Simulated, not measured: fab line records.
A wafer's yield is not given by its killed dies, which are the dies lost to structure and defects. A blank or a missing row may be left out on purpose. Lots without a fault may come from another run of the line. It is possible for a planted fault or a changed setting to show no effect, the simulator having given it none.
Matching of chambers | flow n5_finfet | N5_FIN_SAQP_MANDREL_ETCH_22 on rie_si-04: 4 sister chambers
The step etches a-Si in HBr/Cl2, stops on SiNx, target depth 60 nm, bt time 10 s, time 30 s. 33 wafers are shown with their chamber, then 12 later ones without.

## WAFERS PAIRED WITH THEIR CHAMBERS
wafer  | chamber | drypump_motor_current_A (A) | throttle_valve_pct (%) | oes_product_au (a.u.)
L075.3 | 1       | 4.8                         | 35.1                   | 0.741
L075.4 | 0       | 6.0                         | 35.5                   | 0.765
L075.5 | 3       | 5.5                         | 35.7                   | 0.781
L076.3 | 0       | 6.0                         | 35.5                   | 0.754
L076.4 | 1       | 4.8                         | 35.1                   | 0.749
L076.6 | 0       | 6.0                         | 35.6                   | 0.752
L077.3 | 2       | 6.6                         | 35.6                   | 0.762
L077.4 | 1       | 4.8                         | 35.0                   | 0.752
L077.6 | 1       | 4.9                         | 35.1                   | 0.744
L078.2 | 1       | 4.8                         | 35.1                   | 0.747
L078.4 | 3       | 5.5                         | 35.7                   | 0.769
L078.6 | 2       | 6.5                         | 35.6                   | 0.762
L079.1 | 3       | 5.5                         | 35.7                   | 0.761
L079.2 | 2       | 6.6                         | 35.6                   | 0.754
L079.4 | 1       | 4.8                         | 35.1                   | 0.749
L080.1 | 0       | 6.0                         | 35.6                   | 0.750
L080.3 | 2       | 6.5                         | 35.6                   | 0.752
L080.6 | 0       | 6.0                         | 35.5                   | 0.758
L081.2 | 0       | 6.0                         | 35.6                   | 0.759
L081.4 | 0       | 6.0                         | 35.5                   | 0.759
L081.6 | 3       | 5.5                         | 35.7                   | 0.771
L084.3 | 3       | 5.5                         | 35.7                   | 0.764
L084.5 | 3       | 5.5                         | 35.7                   | 0.759
L084.6 | 1       | 4.8                         | 35.1                   | 0.743
L085.2 | 1       | 4.8                         | 35.1                   | 0.737
L085.4 | 0       | 6.0                         | 35.2                   | 0.750
L085.5 | 1       | 4.8                         | 35.0                   | 0.755
L086.1 | 2       | 6.5                         | 35.6                   | 0.760
L086.3 | 1       | 4.8                         | 35.1                   | 0.745
L086.5 | 2       | 6.6                         | 35.6                   | 0.765
L092.3 | 0       | 6.0                         | 35.2                   | 0.754
L092.5 | 1       | 4.8                         | 35.1                   | 0.754
L092.6 | 0       | 6.0                         | 35.2                   | 0.763

SIGNATURES, as means of the wafers listed above
reading                 | chamber 0 | chamber 1 | chamber 2 | chamber 3 | scatter within a chamber
drypump_motor_current_A | 6.000     | 4.809     | 6.550     | 5.500     | 0.0288
throttle_valve_pct      | 35.440    | 35.082    | 35.600    | 35.700    | 0.0983
oes_product_au          | 0.75640   | 0.74691   | 0.75917   | 0.76750   | 0.0059
Rule: a wafer's distance from a chamber is the root of the sum, over the readings, of the square of ((its reading less the chamber's mean) divided by the reading's scatter). The wafer belongs to the nearest chamber; if the next one is less than 2 further off, it can't be placed. The scatter: take each reading less its chamber's mean, square it, sum over the shown wafers, divide by the number of wafers less the number of chambers, and take the root.

## WAFERS WITH NO CHAMBER GIVEN
wafer  | drypump_motor_current_A (A) | throttle_valve_pct (%) | oes_product_au (a.u.)
L094.1 | 5.5                         | 35.7                   | 0.747
L094.4 | 6.6                         | 35.6                   | 0.755
L094.6 | 6.5                         | 35.6                   | 0.768
L095.1 | 5.5                         | 35.7                   | 0.770
L095.3 | 6.0                         | 35.2                   | 0.758
L095.4 | 6.6                         | 35.6                   | 0.776
L096.2 | 4.9                         | 35.1                   | 0.751
L096.4 | 6.0                         | 35.2                   | 0.764
L096.6 | 5.5                         | 35.7                   | 0.774
L097.1 | 6.0                         | 35.2                   | 0.751
L097.5 | 4.8                         | 35.1                   | 0.755
L097.6 | 6.5                         | 35.6                   | 0.761

## EACH ONE'S CHAMBER
wafer  | from the rows above | in truth
L094.1 | 3                   | 3
L094.4 | 2                   | 2
L094.6 | 2                   | 2
L095.1 | 3                   | 3
L095.3 | 0                   | 0
L095.4 | 2                   | 2
L096.2 | 1                   | 1
L096.4 | 0                   | 0
L096.6 | 3                   | 3
L097.1 | 0                   | 0
L097.5 | 1                   | 1
L097.6 | 2                   | 2
Correctly placed: 12 of 12. Not placeable from these rows: 0. Wrongly placed: 0.
